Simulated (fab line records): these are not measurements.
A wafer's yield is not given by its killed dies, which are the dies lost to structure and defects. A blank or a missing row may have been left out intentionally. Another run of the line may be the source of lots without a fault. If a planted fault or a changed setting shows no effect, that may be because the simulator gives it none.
fab line records	flow nand-harc	part 1 of 2: steps 1 to 29 of 40
record lots=5	wafers=15	last-day=32
route steps=1302 shown A_CHANNEL_FILL_D1@505 A_DECK1_JOINT@518 A_ONON_D2@545
lots that met no fault: taken from a fault-free run of the same line
start-h: start of the lot's first displayed wafer, in hours after the record's first day	wait-h: how many hours have passed since the lot's step before this one	" as in the row above	L1.1+2: one row covering several wafers at once	- value missing, or start not given	* or withheld: withheld	< > ~ a bound
route shown NAME@n: names a module that has steps shown in the file, with the first one's number in the route	usual: mean/standard deviation taken from wafers without a fault	same: alike in all rows	chamber/n: place in a boat	sites: the reading at each site	_std_site: the values' standard deviation	_edge_site: inner sites' mean taken away from outer sites' mean	radius-mm: how far each site lies from the wafer's centre	mask NAME#n: copy n	behind: the tool/chamber that last shaped the wafer	hold: why the lot was held/for how many hours/how that ended	device: the transistor (n, p or np) that didn't switch	end of line: tests of these same wafers at the route's end	where a step has no rows: the recipe by itself	killed: the dies lost at the first sort to structure and to defects; this is not the yield of the wafer	map: dies across one wafer; x = killed, . = not, _ = none there
set.NAME: the run value of the setting; set.NAME@STEP: its run value at that earlier step	model.NAME: the simulator's own value behind a step, which no gauge read
lots at selected steps of the route; one table per step, one row per wafer
services: a tool's chamber out of use, with start hour (start-h, from the record's first day; less than 0 if before it), hours out, and reason
## steps
# step NHARC_A_CHANNEL_FILL_D1_ANNEAL_22
# recipe temp-c=620	time-s=7200
# usual spike-tc-bottom-C=639.5/1.9	tube-center-temp-C=620/0.053
lot.wafer	tool	chamber	start-h	wait-h	spike-tc-bottom-C	tube-center-temp-C
L076.1	furnace-02	0	242.96	3.3	641.0	620.02
L076.5	"	0	"	"	642.2	619.94
L076.6	"	0	"	"	641.2	620.06
L077.1	furnace-07	0	250.35	3.4	637.8	620.02
L077.3	"	0	"	"	638.4	620.06
L077.4	"	0	"	"	638.8	619.98
L079.1	furnace-07	0	264.64	3.4	637.7	620.04
L079.2	"	0	"	"	638.0	619.98
L079.4	"	0	"	"	638.1	619.91
L080.1	furnace-07	0	284.82	3.4	638.5	620.02
L080.2	"	0	"	"	638.6	620.08
L080.3	"	0	"	"	638.6	620.05
L093.1	furnace-02	0	415.71	3.3	639.9	619.96
L093.2	"	0	"	"	640.6	619.99
L093.4	"	0	"	"	642.4	620.02
# step NHARC_A_CHANNEL_FILL_D1_THK_MEAS_06
# recipe thk-meas-gauge=ellipsometry
# usual thk-nm=5.1/0.93
lot.wafer	tool	chamber	start-h	wait-h	thk-nm
L076.1	film-metro-01	-	247.00	0.4	5.6
L076.5	"	-	"	"	5.5
L076.6	"	-	"	"	4.6
L077.1	film-metro-02	-	254.38	0.4	4.4
L077.3	"	-	"	"	4.3
L077.4	"	-	"	"	5.3
L079.1	film-metro-02	-	268.70	0.4	4.9
L079.2	"	-	"	"	5.1
L079.4	"	-	"	"	5.4
L080.1	film-metro-02	-	288.83	0.4	5.2
L080.2	"	-	"	"	5.9
L080.3	"	-	"	"	4.3
L093.1	film-metro-02	-	419.77	0.4	3.4
L093.2	"	-	"	"	6.5
L093.4	"	-	"	"	2.9
# step NHARC_A_CHANNEL_FILL_D1_ALD_25
# recipe target-thk-a=600	pulse-time-s=10	ald-cycles=600	temp-c=300	material=SiOx
# usual heater-power-w=456/24	precursor-pulse-height-rel=1.002/0.021
lot.wafer	tool	chamber	start-h	wait-h	heater-power-w	precursor-pulse-height-rel
L076.1	ald-hk-03	3	247.66	0.7	431	1.023
L076.6	"	2	249.50	2.5	465	0.970
L076.5	"	3	"	"	429	1.003
L077.4	ald-hk-04	1	254.44	0.1	424	0.951
L077.1	"	3	255.67	1.3	440	1.000
L077.3	"	0	"	"	464	1.025
L079.1	ald-hk-01	0	269.38	0.7	449	1.039
L079.4	"	1	"	"	450	1.015
L079.2	"	2	"	"	457	0.991
L080.3	ald-hk-03	3	289.50	0.7	427	0.996
L080.2	"	0	"	"	446	1.009
L080.1	"	1	"	"	483	1.025
L093.1	ald-hk-04	2	419.83	0.1	515	0.994
L093.2	"	3	"	"	452	0.989
L093.4	"	1	421.65	1.9	422	0.999
# step NHARC_A_CHANNEL_FILL_D1_ETCHBACK_08
# recipe target-depth-a=2200	time-s=110	c4f8-flow-sccm=20	ar-flow-sccm=withheld	rf-w=600	bias-w=300	chemistry=C4F8
# usual oes-product-au=0.96/0.036	rf-vpp-V=442.1/2
lot.wafer	tool	chamber	start-h	wait-h	oes-product-au	rf-hours-counter-h	rf-vpp-V
L076.1	rie-diel-06	0	-	-	0.93	7.3	442.4
L076.5	"	1	"	"	0.91	-	443.3
L076.6	"	2	"	"	0.92	-	442.0
L077.1	rie-diel-06	2	-	-	0.92	9.2	441.3
L077.4	"	3	"	"	0.94	9.0	443.4
L077.3	"	0	"	"	0.93	7.5	441.9
L079.1	rie-diel-06	2	-	-	0.92	10.5	440.3
L079.4	"	3	"	"	0.93	10.2	442.6
L079.2	"	1	"	"	0.92	10.0	444.1
L080.2	rie-diel-10	0	-	-	1.00	1.4	444.5
L080.1	"	2	"	"	0.91	2.3	437.2
L080.3	"	3	"	"	0.93	2.3	443.0
L093.4	rie-diel-06	1	-	-	0.91	7.4	444.3
L093.1	"	2	"	"	0.92	7.0	441.4
L093.2	"	3	"	"	0.93	6.9	443.8
# step NHARC_A_CHANNEL_FILL_D1_STRIP_29
# recipe time-s=20	o2-flow-sccm=500	ar-flow-sccm=0	bias-w=0	chemistry=O2
# usual drypump-motor-current-A=5.9/0.45	oes-product-au=1.000/0.012	rf-vpp-V=58.0/0.91	showerhead-plenum-p-Torr=3.58/0.11	throttle-valve-pct=17.036/0.0095
lot.wafer	tool	chamber	start-h	wait-h	drypump-motor-current-A	oes-product-au	rf-hours-counter-h	rf-vpp-V	showerhead-plenum-p-Torr	throttle-valve-pct
L076.1	rie-diel-06	3	-	-	6.1	0.998	8.8	58.7	3.64	17.042
L076.6	"	0	"	"	5.7	1.003	-	57.7	3.59	17.039
L076.5	"	1	"	"	5.6	0.983	-	57.1	3.68	17.031
L077.4	rie-diel-06	2	-	-	6.7	0.992	9.2	56.8	3.53	17.039
L077.3	"	3	"	"	6.1	1.012	9.0	57.3	3.64	17.028
L077.1	"	0	"	"	5.7	0.998	7.5	58.1	3.59	17.053
L079.2	rie-diel-06	2	-	-	6.7	0.996	10.5	57.1	3.53	17.027
L079.4	"	3	"	"	6.1	1.023	10.2	58.7	3.64	17.029
L079.1	"	0	"	"	5.7	1.011	8.6	57.6	3.59	17.041
L080.3	rie-diel-10	1	-	-	6.3	1.006	1.9	58.4	3.60	17.024
L080.2	"	2	"	"	6.0	0.975	2.3	56.8	3.33	17.041
L080.1	"	3	"	"	5.9	0.995	2.3	57.3	3.61	17.037
L093.2	rie-diel-06	1	-	-	5.5	0.991	7.4	58.5	3.68	17.034
L093.1	"	2	"	"	6.8	1.002	7.1	58.8	3.52	17.045
L093.4	"	3	"	"	6.1	1.006	6.9	59.7	3.63	17.049
# step NHARC_A_CHANNEL_FILL_D1_PRECLEAN_30
# recipe time-s=30	chemistry=dHF
lot.wafer	tool	chamber	start-h	wait-h
L076.5+6+1	wet-bench-01	1,3,4	252.83	-
L077.3+1+4	wet-bench-07	2,4,7	260.22	-
L079.1+4+2	wet-bench-05	3,4,7	274.59	-
L080.3+2+1	wet-bench-07	6,7,1	294.69	-
L093.2+4+1	wet-bench-01	3,5,7	425.58	-
# step NHARC_A_CHANNEL_FILL_D1_SRD_31
lot.wafer	tool	chamber	start-h	wait-h
L076.5+6+1	wet-bench-01	1,3,4	252.86	0.0
L077.3+1+4	wet-bench-07	2,4,7	260.25	0.0
L079.1+4+2	wet-bench-05	3,4,7	274.61	0.0
L080.3+2+1	wet-bench-07	6,7,1	294.71	0.0
L093.2+4+1	wet-bench-01	3,5,7	425.61	0.0
# step NHARC_A_CHANNEL_FILL_D1_CVD_09
# recipe target-thk-a=1500	temp-c=620	pressure-mtorr=200	time-s=3000	material=poly-Si
# usual spike-tc-bottom-C=639.2/1.3	tube-center-temp-C=620/0.058
lot.wafer	tool	chamber	start-h	wait-h	spike-tc-bottom-C	tube-center-temp-C
L076.1	lpcvd-poly-03	0	255.48	2.6	638.8	619.99
L076.5	"	0	"	"	638.7	620
L076.6	"	0	"	"	637.5	619.98
L077.1	lpcvd-poly-04	0	262.52	2.3	638.1	619.97
L077.3	"	0	"	"	638.1	620.06
L077.4	"	0	"	"	638.8	620.06
L079.1	lpcvd-poly-02	0	277.06	2.4	643.0	620.02
L079.2	"	0	"	"	640.6	619.96
L079.4	"	0	"	"	638.9	619.98
L080.1	lpcvd-poly-02	0	297.16	2.4	642.2	619.92
L080.2	"	0	"	"	640.5	620
L080.3	"	0	"	"	639.6	619.98
L093.1	lpcvd-poly-03	0	427.95	2.3	638.9	620.01
L093.2	"	0	"	"	639.2	620.01
L093.4	"	0	"	"	637.5	620.11
# step NHARC_A_CHANNEL_FILL_D1_CMP_10
# recipe target-thk-nm=150
# usual motor-current-A=11.6/1.1	time-to-endpoint-s=14.3/2.5
lot.wafer	tool	chamber	start-h	wait-h	motor-current-A	time-to-endpoint-s
L076.1	cmp-01	3	258.67	0.4	10.4	16.5
L076.5	"	3	"	"	11.3	15.5
L076.6	"	0	"	"	12.1	15.4
L077.4	cmp-03	1	265.75	0.4	9.9	17.9
L077.1	"	3	"	"	11.3	14.4
L077.3	"	0	"	"	12.4	13.5
L079.1	cmp-01	3	280.31	0.4	10.7	16.7
L079.4	"	0	"	"	11.0	13.9
L079.2	"	2	"	"	10.7	15.2
L080.2	cmp-02	3	300.34	0.4	12.9	13.2
L080.1	"	0	"	"	10.8	16.7
L080.3	"	2	"	"	12.6	10.3
L093.1	cmp-03	2	431.08	0.4	13.2	12.3
L093.2	"	0	"	"	12.0	13.2
L093.4	"	1	"	"	9.4	14.6
# step NHARC_A_CHANNEL_FILL_D1_SRD_12
lot.wafer	tool	chamber	start-h	wait-h
L076.6+5+1	wet-bench-07	0,1,5	258.97	0.0
L077.1+3+4	wet-bench-01	2,3,6	266.05	0.0
L079.4+1+2	wet-bench-05	0,1,3	280.61	0.0
L080.3+1+2	wet-bench-05	1,4,6	300.63	0.0
L093.2+4+1	wet-bench-05	2,3,4	431.38	0.0
# step NHARC_A_CHANNEL_FILL_D1_INSPECT_13
# usual raw-defect-count=318/120
lot.wafer	tool	chamber	start-h	wait-h	raw-defect-count
L076.1	defect-inspect-01	-	259.09	0.0	510
L076.5	"	-	"	"	676
L076.6	"	-	"	"	277
L077.1	defect-inspect-02	-	266.16	0.0	399
L077.3	"	-	"	"	267
L077.4	"	-	"	"	441
L079.1	defect-inspect-01	-	280.72	0.0	153
L079.2	"	-	"	"	184
L079.4	"	-	"	"	234
L080.1	defect-inspect-02	-	300.75	0.0	178
L080.2	"	-	"	"	226
L080.3	"	-	"	"	140
L093.1	defect-inspect-02	-	431.49	0.0	335
L093.2	"	-	"	"	479
L093.4	"	-	"	"	664
# step NHARC_A_DECK1_JOINT_ETCHBACK_07
# recipe target-depth-a=1050	time-s=26.9	hbr-flow-sccm=150	rf-w=350	icp-w=350	bias-w=60	chemistry=HBr
# usual drypump-motor-current-A=5.8/0.43	oes-product-au=0.999/0.01	throttle-valve-pct=23.267/0.0092
lot.wafer	tool	chamber	start-h	wait-h	drypump-motor-current-A	oes-product-au	rf-hours-counter-h	throttle-valve-pct
L076.1	rie-si-06	2	259.16	0.1	4.9	1.008	0	23.255
L076.5	"	1	"	"	5.8	1.010	-	23.269
L076.6	"	2	"	"	5.0	0.998	-	23.262
L077.3	rie-si-04	0	266.22	0.1	5.6	1.002	0.6	23.274
L077.4	"	1	"	"	5.2	1.002	0.6	23.266
L077.1	"	2	"	"	6.0	1.002	0.5	23.264
L079.4	rie-si-04	1	280.79	0.1	5.2	1.002	0.7	23.254
L079.1	"	2	"	"	6.0	0.998	0.6	23.262
L079.2	"	3	"	"	5.5	1.004	0.6	23.273
L080.2	rie-si-02	2	300.81	0.1	6.5	0.999	0.1	23.267
L080.3	"	3	"	"	6.2	0.980	0.1	23.261
L080.1	"	0	"	"	5.6	0.990	0.0	23.241
L093.1	rie-si-04	2	431.57	0.1	6.0	0.998	0.5	23.277
L093.4	"	3	"	"	5.6	0.993	0.5	23.265
L093.2	"	0	"	"	5.6	0.993	0.5	23.271
# step NHARC_A_DECK1_JOINT_ETCH_25
# recipe target-depth-a=5	chemistry=dHF	material=SiO2
lot.wafer	tool	chamber	start-h	wait-h
L076.5+1+6	wet-bench-03	5,6,0	259.37	0.2
L077.1+4+3	wet-bench-02	2,5,6	266.37	0.1
L079.1+4+2	wet-bench-02	4,5,6	280.94	0.1
L080.3+1+2	wet-bench-02	4,5,7	300.96	0.1
L093.4+1+2	wet-bench-02	4,7,1	431.70	0.1
# step NHARC_A_DECK1_JOINT_ETCH_19
# recipe temp-c=25	target-depth-a=30	chemistry=TMAH	material=poly-Si
lot.wafer	tool	chamber	start-h	wait-h
L076.5+1+6	wet-bench-03	5,6,0	259.40	0.0
L077.1+4+3	wet-bench-02	2,5,6	266.43	0.1
L079.1+4+2	wet-bench-02	4,5,6	280.97	0.0
L080.3+1+2	wet-bench-02	4,5,7	301.00	0.0
L093.4+1+2	wet-bench-02	4,7,1	431.73	0.0
# step NHARC_A_DECK1_JOINT_ETCH_18
# recipe target-depth-a=30	chemistry=dHF	material=SiO2
lot.wafer	tool	chamber	start-h	wait-h
L076.5+1+6	wet-bench-03	5,6,0	-	-
L077.1+4+3	wet-bench-02	2,5,6	-	-
L079.1+4+2	wet-bench-02	4,5,6	-	-
L080.3+1+2	wet-bench-02	4,5,7	-	-
L093.4+1+2	wet-bench-02	4,7,1	-	-
# step NHARC_A_DECK1_JOINT_WET_08
# recipe temp-c=160	time-s=86	chemistry=H3PO4
lot.wafer	tool	chamber	start-h	wait-h
L076.1+5+6	wet-h3po4-02	0	261.20	-
L077.1+3+4	wet-h3po4-02	1	275.36	-
L079.1+2+4	wet-h3po4-02	0	289.11	-
L080.1+2+3	wet-h3po4-01	0	302.81	-
L093.1+2+4	wet-h3po4-02	0	437.14	-
# step NHARC_A_DECK1_JOINT_ETCH_09
# recipe target-depth-a=50	chemistry=dHF	material=SiO2
lot.wafer	tool	chamber	start-h	wait-h
L076.6+1+5	wet-bench-02	1,2,3	261.79	0.1
L077.1+4+3	wet-bench-03	0,3,4	275.92	0.0
L079.2+4+1	wet-bench-03	6,7,1	289.68	0.0
L080.2+3+1	wet-bench-02	5,7,1	303.36	0.0
L093.1+2+4	wet-bench-02	7,1,2	437.71	0.0
# step NHARC_A_DECK1_JOINT_WET_10
# recipe temp-c=160	time-s=86	chemistry=H3PO4
lot.wafer	tool	chamber	start-h	wait-h
L076.1+5+6	wet-h3po4-02	0	263.49	1.7
L077.1+3+4	wet-h3po4-02	0	277.60	1.7
L079.1+2+4	wet-h3po4-02	1	291.35	1.7
L080.1+2+3	wet-h3po4-02	1	305.04	1.7
L093.1+2+4	wet-h3po4-01	0	439.39	1.7
# step NHARC_A_DECK1_JOINT_ETCH_11
# recipe target-depth-a=350	chemistry=dHF	material=SiO2
lot.wafer	tool	chamber	start-h	wait-h
L076.5+1+6	wet-bench-02	5,6,7	264.09	0.1
L077.4+1+3	wet-bench-03	0,3,5	278.15	0.0
L079.1+2+4	wet-bench-03	6,1,2	291.93	0.0
L080.2+1+3	wet-bench-02	3,4,5	305.64	0.1
L093.4+2+1	wet-bench-03	3,4,6	439.97	0.0
# step NHARC_A_DECK1_JOINT_CVD_12
# recipe target-thk-a=900	temp-c=620	pressure-mtorr=200	time-s=1800	material=poly-Si
# usual spike-tc-bottom-C=639.9/2.2	tube-center-temp-C=620/0.054
lot.wafer	tool	chamber	start-h	wait-h	spike-tc-bottom-C	tube-center-temp-C
L076.1	lpcvd-poly-02	0	266.85	2.7	640.7	619.97
L076.5	"	0	"	"	639.2	619.99
L076.6	"	0	"	"	642.2	620.05
L077.1	lpcvd-poly-01	0	280.81	2.6	642.4	620
L077.3	"	0	"	"	643.9	619.91
L077.4	"	0	"	"	641.8	620.1
L079.1	lpcvd-poly-04	0	294.40	2.5	637.1	620.04
L079.2	"	0	"	"	638.2	619.96
L079.4	"	0	"	"	637.6	620.01
L080.1	lpcvd-poly-01	0	308.25	2.6	641.4	620.04
L080.2	"	0	"	"	644.0	620.03
L080.3	"	0	"	"	643.9	620.02
L093.1	lpcvd-poly-04	0	440.72	0.7	637.1	619.92
L093.2	"	0	"	"	635.4	620.03
L093.4	"	0	"	"	637.5	620.07
# step NHARC_A_DECK1_JOINT_CMP_13
# recipe target-thk-nm=51.023
# usual motor-current-A=11.5/0.97	time-to-endpoint-s=7.9/2.7
lot.wafer	tool	chamber	start-h	wait-h	motor-current-A	time-to-endpoint-s
L076.1	cmp-02	2	269.76	0.4	12.5	5.0
L076.6	"	0	"	"	11.4	5.9
L076.5	"	1	"	"	10.5	5.9
L077.3	cmp-04	1	283.65	0.4	11.4	8.8
L077.1	"	2	"	"	12.1	6.2
L077.4	"	3	"	"	10.5	6.6
L079.1	cmp-02	2	297.27	0.4	12.7	2.3
L079.4	"	3	"	"	13.6	7.9
L079.2	"	1	"	"	10.1	4.0
L080.2	cmp-02	0	311.15	0.4	11.2	9.5
L080.3	"	1	"	"	10.0	5.0
L080.1	"	2	"	"	11.4	5.4
L093.4	cmp-02	3	443.50	0.4	13.5	10.4
L093.1	"	0	"	"	10.2	10.0
L093.2	"	1	"	"	10.0	5.9
# step NHARC_A_DECK1_JOINT_THK_MEAS_14
# recipe thk-meas-gauge=ellipsometry
# usual thk-nm=50.6/1.5
lot.wafer	tool	chamber	start-h	wait-h	thk-nm
L076.1	film-metro-01	-	269.97	0.2	48.0
L076.5	"	-	"	"	48.2
L076.6	"	-	"	"	50.6
L077.1	film-metro-01	-	283.91	0.2	49.8
L077.3	"	-	"	"	51.9
L077.4	"	-	"	"	51.4
L079.1	film-metro-01	-	297.53	0.2	49.6
L079.2	"	-	"	"	48.4
L079.4	"	-	"	"	52.6
L080.1	film-metro-02	-	311.38	0.2	46.0
L080.2	"	-	"	"	49.6
L080.3	"	-	"	"	50.6
L093.1	film-metro-01	-	443.75	0.2	49.6
L093.2	"	-	"	"	49.7
L093.4	"	-	"	"	48.6
# step NHARC_A_DECK1_JOINT_SRD_04
lot.wafer	tool	chamber	start-h	wait-h
L076.1+5+6	wet-bench-02	7,0,3	270.01	0.0
L077.1+3+4	wet-bench-02	2,3,5	283.95	0.0
L079.2+4+1	wet-bench-03	2,3,4	297.58	0.0
L080.2+1+3	wet-bench-02	7,1,4	311.42	0.0
L093.1+2+4	wet-bench-02	5,0,1	443.80	0.0
# step NHARC_A_DECK1_JOINT_ETCHBACK_00
# recipe target-depth-a=300	time-s=17.4	hbr-flow-sccm=150	rf-w=350	icp-w=350	bias-w=60	chemistry=HBr
# usual drypump-motor-current-A=5.7/0.41	oes-product-au=1.001/0.01	throttle-valve-pct=23.265/0.0089
lot.wafer	tool	chamber	start-h	wait-h	drypump-motor-current-A	oes-product-au	rf-hours-counter-h	throttle-valve-pct
L076.1	rie-si-04	3	270.11	0.1	5.5	1.024	0.5	23.261
L076.5	"	2	"	"	6.0	0.996	-	23.269
L076.6	"	3	"	"	5.5	1.010	-	23.262
L077.4	rie-si-06	2	284.04	0.1	5.0	0.993	0.2	23.262
L077.1	"	0	"	"	5.8	0.999	0.2	23.258
L077.3	"	1	"	"	5.9	0.997	0.2	23.249
L079.2	rie-si-04	0	297.66	0.1	5.6	1.005	0.8	23.275
L079.1	"	1	"	"	5.2	1.001	0.8	23.268
L079.4	"	2	"	"	6.0	0.991	0.7	23.267
L080.2	rie-si-04	2	311.53	0.1	6.0	1.004	0.8	23.271
L080.1	"	3	"	"	5.5	1.019	0.8	23.267
L080.3	"	0	"	"	5.6	1.011	1.0	23.265
L093.4	rie-si-04	3	443.88	0.1	5.5	1.000	0.6	23.265
L093.1	"	0	"	"	5.5	1.002	0.6	23.279
L093.2	"	2	"	"	6.0	0.985	0.6	23.261
# step NHARC_A_DECK1_JOINT_PRECLEAN_30
# recipe time-s=*	temp-c=50	bath-age-min=0	chemistry=SC1
lot.wafer	tool	chamber	start-h	wait-h
L076.6+5+1	wet-bench-03	0,1,3	270.24	0.1
L077.3+1+4	wet-bench-02	1,2,3	284.18	0.1
L079.1+4+2	wet-bench-02	4,5,6	297.81	0.1
L080.3+2+1	wet-bench-02	0,2,3	311.70	0.1
L093.2+4+1	wet-bench-02	2,3,5	444.03	0.1
# step NHARC_A_DECK1_JOINT_SRD_31
lot.wafer	tool	chamber	start-h	wait-h
L076.6+5+1	wet-bench-03	0,1,3	-	-
L077.3+1+4	wet-bench-02	1,2,3	-	-
L079.1+4+2	wet-bench-02	4,5,6	-	-
L080.3+2+1	wet-bench-02	0,2,3	311.75	0.0
L093.2+4+1	wet-bench-02	2,3,5	-	-
# step NHARC_A_DECK1_JOINT_CVD_34
# recipe target-thk-a=200	temp-c=700	pressure-mtorr=300	material=SiNx
# usual spike-tc-bottom-C=719.0/2.4
lot.wafer	tool	chamber	start-h	wait-h	spike-tc-bottom-C
L076.1	lpcvd-01	0	273.48	-	716.0
L076.5	"	0	"	"	716.8
L076.6	"	0	"	"	717.7
L077.1	lpcvd-01	1	287.42	-	721.7
L077.3	"	1	"	"	719.9
L077.4	"	1	"	"	719.1
L079.1	lpcvd-01	0	301.05	-	715.1
L079.2	"	0	"	"	717.9
L079.4	"	0	"	"	715.7
L080.1	lpcvd-02	0	314.96	3.2	723.2
L080.2	"	0	"	"	722.5
L080.3	"	0	"	"	723.7
L093.1	lpcvd-01	1	447.27	-	721.3
L093.2	"	1	"	"	720.4
L093.4	"	1	"	"	721.1
# step NHARC_A_DECK1_JOINT_DEP_06
# recipe target-thk-a=800	temp-c=65	material=SiOx
lot.wafer	tool	chamber	start-h	wait-h
L076.1+6+5	fcvd-01	0,0,1	276.70	0.4
L077.1+3+4	fcvd-02	1,0,1	290.66	0.4
L079.2+1+4	fcvd-01	1,0,0	304.28	0.4
L080.2+1+3	fcvd-02	0,1,1	318.16	0.4
L093.1+2+4	fcvd-01	0,1,0	450.99	0.9
# step NHARC_A_DECK1_JOINT_CURE_26
# recipe temp-c=150	time-s=32	pressure-atm=0.395
lot.wafer	tool	chamber	start-h	wait-h
L076.1+6+5	fcvd-01	0,0,1	276.88	0.1
L077.1+3+4	fcvd-02	1,0,1	290.82	0.1
L079.2+1+4	fcvd-01	1,0,0	304.46	0.1
L080.2+1+3	fcvd-02	0,1,1	318.34	0.1
L093.1+2+4	fcvd-01	0,1,0	451.17	0.1
